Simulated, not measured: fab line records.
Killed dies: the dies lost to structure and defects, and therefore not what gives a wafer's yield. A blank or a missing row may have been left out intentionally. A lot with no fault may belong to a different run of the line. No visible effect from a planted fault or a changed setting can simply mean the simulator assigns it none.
What tool caused it? | flow nandHarc | Sampling: 6 lots, 18 wafers, 4 of 1159 route steps

## WHAT THE GAUGES READ, wafer by wafer
NHARC_END_SORT_01.
lot  | measured     | on        | sort_bin_3_pct (%)
L827 | day 19 12:20 | prober-01 | 0.30 0.15 0.15
L828 | day 20 05:33 | prober-02 | 0.59 0.15 0.15
L838 | day 22 11:03 | prober-02 | 0.44 0.44 0.44
L840 | day 23 02:01 | prober-01 | 2.66 2.95 3.69
L844 | day 23 20:45 | prober-02 | 0.15 0.30 0.30
L848 | day 25 06:27 | prober-02 | 0.44 0.30 0.30

## TOOL THAT RAN EACH LOT (tool first, then ch and the chambers of the sampled wafers, then the start)
lot  | NHARC_A_M1_PRE_CLEAN_32         | NHARC_THIN_TSV_ETCHBACK_48        | NHARC_THIN_TSV_ETCH_36
L827 | pecvd-01 ch 0,1, day 18 03:59   | rieDiel-01 ch 0,1,3, day 18 23:50 | rieMetal-01 ch 0,1, day 19 03:59
L828 | pecvd-04 ch 1,2, day 18 11:21   | rieDiel-06 ch 0,1,2, day 19 09:04 | rieMetal-01 ch 0, day 19 13:17
L838 | pecvd-04 ch 1,2, day 20 22:11   | rieDiel-13 ch 0,1, day 21 18:43   | rieMetal-01 ch 1, day 21 23:12
L840 | pecvd-01 ch 0,2, day 21 17:26   | rieDiel-06 ch 2,3, day 22 14:29   | rieMetal-01 ch 0,1, day 22 18:53
L844 | pecvd-03 ch 0,1,2, day 22 08:23 | rieDiel-01 ch 2,3, day 23 07:19   | rieMetal-02 ch 0,1, day 23 11:34
L848 | pecvd-04 ch 0,2, day 23 22:10   | rieDiel-06 ch 0,1,2, day 24 19:56 | rieMetal-01 ch 0,1, day 25 00:12
- NHARC_A_M1_PRE_CLEAN_32: time 12 s.
- NHARC_THIN_TSV_ETCHBACK_48: etches the open film in C4F8/Ar, target depth 1028.5 nm, time 405.17 s.
- NHARC_THIN_TSV_ETCH_36: etches the open film in Cl2/BCl3, target depth 65 nm, time 18.571 s.

## THE ANSWER, worked out from the rows above alone
Rule: the usual values come from the lots themselves. Put in order of their means at a reading, lots are off if they are a third of the lots or fewer, leave a main group of 4 or more, and stand apart from it by a gap of 3 or more times the standard deviation of the main group's means; of several such gaps the widest counts. A main group whose means are all the same, to the digits that the tables above print for the reading, isn't used. A lot without any number at a reading at which 4 lots or more have one is off too. The other lots that the step has rows for count as sound.
Off: L840 (NHARC_END_SORT_01, sort_bin_3_pct). For the main group the mean is 0.31 % and the standard deviation 0.083.
If a tool, at a process step before that reading, ran all the lots that are off and no sound lot after the first of them, it fits. The gauges at NHARC_END_SORT_01 are tried like those tools. 2 tools fit, pecvd-01 at NHARC_A_M1_PRE_CLEAN_32 and prober-01 at NHARC_END_SORT_01, so this cannot tell which one it is.

## WHAT THE SIMULATOR PUT IN
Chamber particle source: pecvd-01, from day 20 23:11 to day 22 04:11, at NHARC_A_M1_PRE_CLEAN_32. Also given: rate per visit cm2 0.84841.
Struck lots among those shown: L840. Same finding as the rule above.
